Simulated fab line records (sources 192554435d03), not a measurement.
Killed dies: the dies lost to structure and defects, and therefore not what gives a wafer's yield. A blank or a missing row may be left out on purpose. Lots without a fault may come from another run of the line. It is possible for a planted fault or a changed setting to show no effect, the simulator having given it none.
Matching of chambers | flow n5_finfet | 4 sister chambers for N5_BEOL_M15_DESCUM_33 on rie_diel-02
The step chemistry O2, time 7.9 s. 14 wafers are shown with their chamber, then 7 later ones without.

## WAFERS, EACH WITH ITS CHAMBER
wafer  | chamber | showerhead_plenum_p_Torr (Torr) | rf_vpp_V (V) | oes_product_au (a.u.)
L077.1 | 0       | 2.14                            | 242.7        | 0.68
L077.3 | 3       | 2.15                            | 245.0        | 0.69
L077.4 | 2       | 1.99                            | 242.0        | 0.72
L079.2 | 0       | 2.14                            | 243.6        | 0.68
L079.4 | 3       | 2.15                            | 243.7        | 0.68
L079.6 | 3       | 2.15                            | 244.3        | 0.68
L080.1 | 3       | 2.14                            | 243.1        | 0.68
L080.2 | 1       | 2.22                            | 245.2        | 0.88
L080.4 | 2       | 1.98                            | 242.1        | 0.70
L084.1 | 0       | 2.14                            | 244.3        | 1.00
L084.3 | 2       | 1.98                            | 241.2        | 0.70
L084.6 | 2       | 1.98                            | 241.5        | 0.70
L091.2 | 0       | 2.13                            | 244.5        | 0.92
L091.3 | 3       | 2.14                            | 243.3        | 0.95

SIGNATURES, as means of the wafers listed above
reading                  | chamber 0 | chamber 1 | chamber 2 | chamber 3 | scatter within a chamber
showerhead_plenum_p_Torr | 2.1375    | 2.2200    | 1.9825    | 2.1460    | 0.0052
rf_vpp_V                 | 243.775   | 245.200   | 241.700   | 243.880   | 0.703
oes_product_au           | 0.8200    | 0.8800    | 0.7050    | 0.7360    | 0.118
Rule: for each reading, subtract the chamber's mean from the wafer's reading, divide by that reading's scatter and square the result; add these up over the readings and take the root, which gives the wafer's distance from the chamber. If the next closest chamber is less than 2 further off than the closest, the wafer can't be placed; otherwise it belongs to the closest. How the scatter is found: for the shown wafers, subtract from each reading the mean of its chamber, square and add these, divide the total by (wafers less chambers), then take the root.

## WAFERS WITH NO CHAMBER GIVEN
wafer  | showerhead_plenum_p_Torr (Torr) | rf_vpp_V (V) | oes_product_au (a.u.)
L091.6 | 2.21                            | 244.8        | 0.85
L092.1 | 2.21                            | 246.4        | 0.84
L092.3 | 2.14                            | 245.1        | 0.93
L092.4 | 2.21                            | 244.1        | 0.85
L094.1 | 2.20                            | 244.3        | 0.84
L094.2 | 2.13                            | 243.0        | 0.90
L094.6 | 2.14                            | 243.7        | 0.92

## WHICH CHAMBER EACH WENT THROUGH
wafer  | from the rows above     | in truth
L091.6 | 1                       | 1
L092.1 | 1                       | 1
L092.3 | can't be placed: 0 or 3 | 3
L092.4 | 1                       | 1
L094.1 | 1                       | 1
L094.2 | can't be placed: 0 or 3 | 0
L094.6 | can't be placed: 0 or 3 | 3
Correct placement for 4 of the 7. These rows do not allow placing 3 (true chamber among the candidates in 3). 0 placed wrongly.
